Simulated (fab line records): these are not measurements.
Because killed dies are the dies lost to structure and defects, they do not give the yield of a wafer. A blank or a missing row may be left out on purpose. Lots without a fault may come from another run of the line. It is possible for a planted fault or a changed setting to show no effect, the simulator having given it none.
Split-lot study	flow n5_finfet	21 wafers read across 7 lots, on a route 1938 steps long

== ON THE SPLIT ==
At N5_BEOL_M4_TRENCH_ETCH_37 (etches SiOC in C4F6/O2, target depth 55.555 nm, time 29.2 s), the setting bias_w was moved away from the recipe's 185 W on 10 of the 21 wafers read, by -13.7% to +15.9%. For the rest of the wafers, this setting stayed at what the recipe calls for.

The split's own step is where the reading is taken.

== THE READING ==
rf_vpp_V, in V, at N5_BEOL_M4_TRENCH_ETCH_37 (etches SiOC in C4F6/O2, target depth 55.555 nm, time 29.2 s). Typical for fault-free wafers on this fab line: 664 V, with standard deviation 10 V.

wafer	tool, chamber at the split	bias_w as run, W	against the recipe	rf_vpp_V, V	against lot-mates on the recipe
L080.2	rie_diel-02, 1	210.6	+13.8%	746	+91
L080.3	rie_diel-02, 3	185	recipe	655	-
L080.4	rie_diel-02, 2	210.6	+13.8%	717	+62
L085.3	rie_diel-01, 1	185	recipe	672	-
L085.5	rie_diel-01, 1	185	recipe	674	-
L085.6	rie_diel-01, 0	185	recipe	656	-
L088.2	rie_diel-01, 3	214.4	+15.9%	751	+98
L088.3	rie_diel-01, 2	214.4	+15.9%	733	+80
L088.5	rie_diel-01, 2	185	recipe	653	-
L089.3	rie_diel-01, 2	185	recipe	653	-
L089.4	rie_diel-01, 3	170.9	-7.6%	626	-27
L089.6	rie_diel-01, 3	170.9	-7.6%	628	-25
L090.1	rie_diel-02, 1	159.7	-13.7%	602	-68
L090.4	rie_diel-02, 0	185	recipe	662	-
L090.5	rie_diel-02, 1	185	recipe	678	-
L091.2	rie_diel-01, 1	185	recipe	673	-
L091.5	rie_diel-01, 3	185	recipe	666	-
L091.6	rie_diel-01, 1	185	recipe	673	-
L095.1	rie_diel-02, 0	205.7	+11.2%	721	no lot-mate on the recipe
L095.2	rie_diel-02, 2	205.7	+11.2%	703	no lot-mate on the recipe
L095.4	rie_diel-02, 3	205.7	+11.2%	713	no lot-mate on the recipe

THE FIT
A straight line over all 21 wafers: rf_vpp_V changes by +4.69 V for each +1% of bias_w; r = +0.97; the points scatter about the line by 9.6 V.
The same after taking each lot's own level away (the mean of its wafers on the recipe; 18 wafers): +5.19 V for each +1%; r = +0.98; scatter 9 V.
According to that fit, moving bias_w by its largest amount changes the reading by 82 V.
The span of the lots' own levels, 653.0 to 670.7 V, comes to 1.8 times the standard deviation stated above.
So the lot-to-lot level changes the slope little: the two slopes agree.
Check: for one of the wafers moved furthest among these (+15.9%), held out of the fit, the line's prediction against its lot-mates is +81.6 V. Against them it came out at +98 V.
Tool readings at the split's step, against how far the setting was moved: rf_vpp_V r = +0.97.

== THE FILE'S OWN FIT ==
rf_vpp_V changes by +5.24 V for each +1% of bias_w, r = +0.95.
